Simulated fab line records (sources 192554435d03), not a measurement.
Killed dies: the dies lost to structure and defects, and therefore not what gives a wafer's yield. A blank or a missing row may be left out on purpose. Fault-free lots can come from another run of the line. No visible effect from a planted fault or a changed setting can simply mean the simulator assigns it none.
Matching of chambers    flow n5_finfet    rie_diel-02 running N5_WELL_APT_DESCUM_13: 4 sister chambers
The step chemistry O2, time 7.9 s. 4 wafers are shown with their chamber, then 9 later ones without.

## WAFERS WITH THEIR CHAMBER
wafer   chamber  drypump_motor_current_A (A)
L082.5  2        5.8
L091.4  1        5.2
L091.5  0        6.1
L091.6  3        4.9

## WAFERS MISSING THEIR CHAMBER
wafer   drypump_motor_current_A (A)
L094.1  5.2
L094.3  4.9
L094.5  4.9
L095.4  6.2
L095.5  5.8
L095.6  5.2
L097.2  5.2
L097.3  6.1
L097.5  6.1

## CHAMBER TAKEN BY EACH
wafer   from the rows above  in truth
L094.1  1                    1
L094.3  3                    3
L094.5  3                    3
L095.4  0                    0
L095.5  2                    2
L095.6  1                    1
L097.2  1                    1
L097.3  0                    0
L097.5  0                    0
9 of 9 placed correctly. Number that these rows cannot place: 0. Placed wrongly: 0.
How it was worked out, from the rows above alone: a wafer's distance from a chamber is the root of the sum, over the readings, of the square of ((its reading less the chamber's mean) divided by the reading's scatter). If the next closest chamber is less than 2 further off than the closest, the wafer can't be placed; otherwise it belongs to the closest. Each chamber's mean is taken over the wafers shown for it. The scatter (one wafer shown for each chamber): square how far every hidden wafer sits from the nearest shown wafer, average those squares and take the square root.
